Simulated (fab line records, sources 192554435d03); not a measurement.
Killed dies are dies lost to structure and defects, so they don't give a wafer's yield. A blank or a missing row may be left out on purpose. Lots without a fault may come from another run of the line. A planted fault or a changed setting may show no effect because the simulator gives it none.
Chamber matching | flow n5_finfet | N5_BEOL_M6_DEP_56 on pecvd-04: 3 sister chambers
The step deposits SiCN from 3MS/NH3, target thk 10 nm, time 17.5 s. 6 wafers are shown with their chamber, then 10 later ones without.

WAFERS WITH THEIR CHAMBER
wafer  | chamber | throttle_valve_pct (%) | showerhead_plenum_p_Torr (Torr)
L083.5 | 2       | 8.8                    | 3.674
L084.2 | 1       | 9.4                    | 3.640
L084.3 | 0       | 8.4                    | 3.656
L084.6 | 1       | 9.4                    | 3.638
L088.1 | 0       | 8.3                    | 3.657
L088.3 | 2       | 8.8                    | 3.686

WAFERS WITHOUT THEIR CHAMBER
wafer  | throttle_valve_pct (%) | showerhead_plenum_p_Torr (Torr)
L088.6 | 8.7                    | 3.673
L090.2 | 8.5                    | 3.660
L090.5 | 8.6                    | 3.662
L090.6 | 8.5                    | 3.682
L094.1 | 8.7                    | 3.671
L094.3 | 8.4                    | 3.661
L094.5 | 8.5                    | 3.668
L095.3 | 8.3                    | 3.666
L095.4 | 8.7                    | 3.678
L095.5 | 9.2                    | 3.643

WHICH CHAMBER EACH WENT THROUGH
wafer  | from the rows above     | in truth
L088.6 | 2                       | 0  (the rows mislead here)
L090.2 | 0                       | 0
L090.5 | can't be placed: 2 or 0 | 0
L090.6 | can't be placed: 0 or 2 | 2
L094.1 | 2                       | 2
L094.3 | 0                       | 0
L094.5 | 0                       | 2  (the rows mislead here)
L095.3 | 0                       | 0
L095.4 | 2                       | 2
L095.5 | 1                       | 1
Placed correctly: 6 of 10. Can't be placed from these rows: 2 (the true chamber is among the candidates in 2). Placed wrongly: 2.
How it was worked out, from the rows above alone: a wafer's distance from a chamber is the root of the sum, over the readings, of the square of ((its reading less the chamber's mean) divided by the reading's scatter). The wafer belongs to the nearest chamber; if the next one is less than 2 further off, it can't be placed. A chamber's mean is the mean of its shown wafers. The scatter: the root of (the sum of the squares of (reading less its chamber's mean) over the shown wafers, divided by (wafers less chambers)).
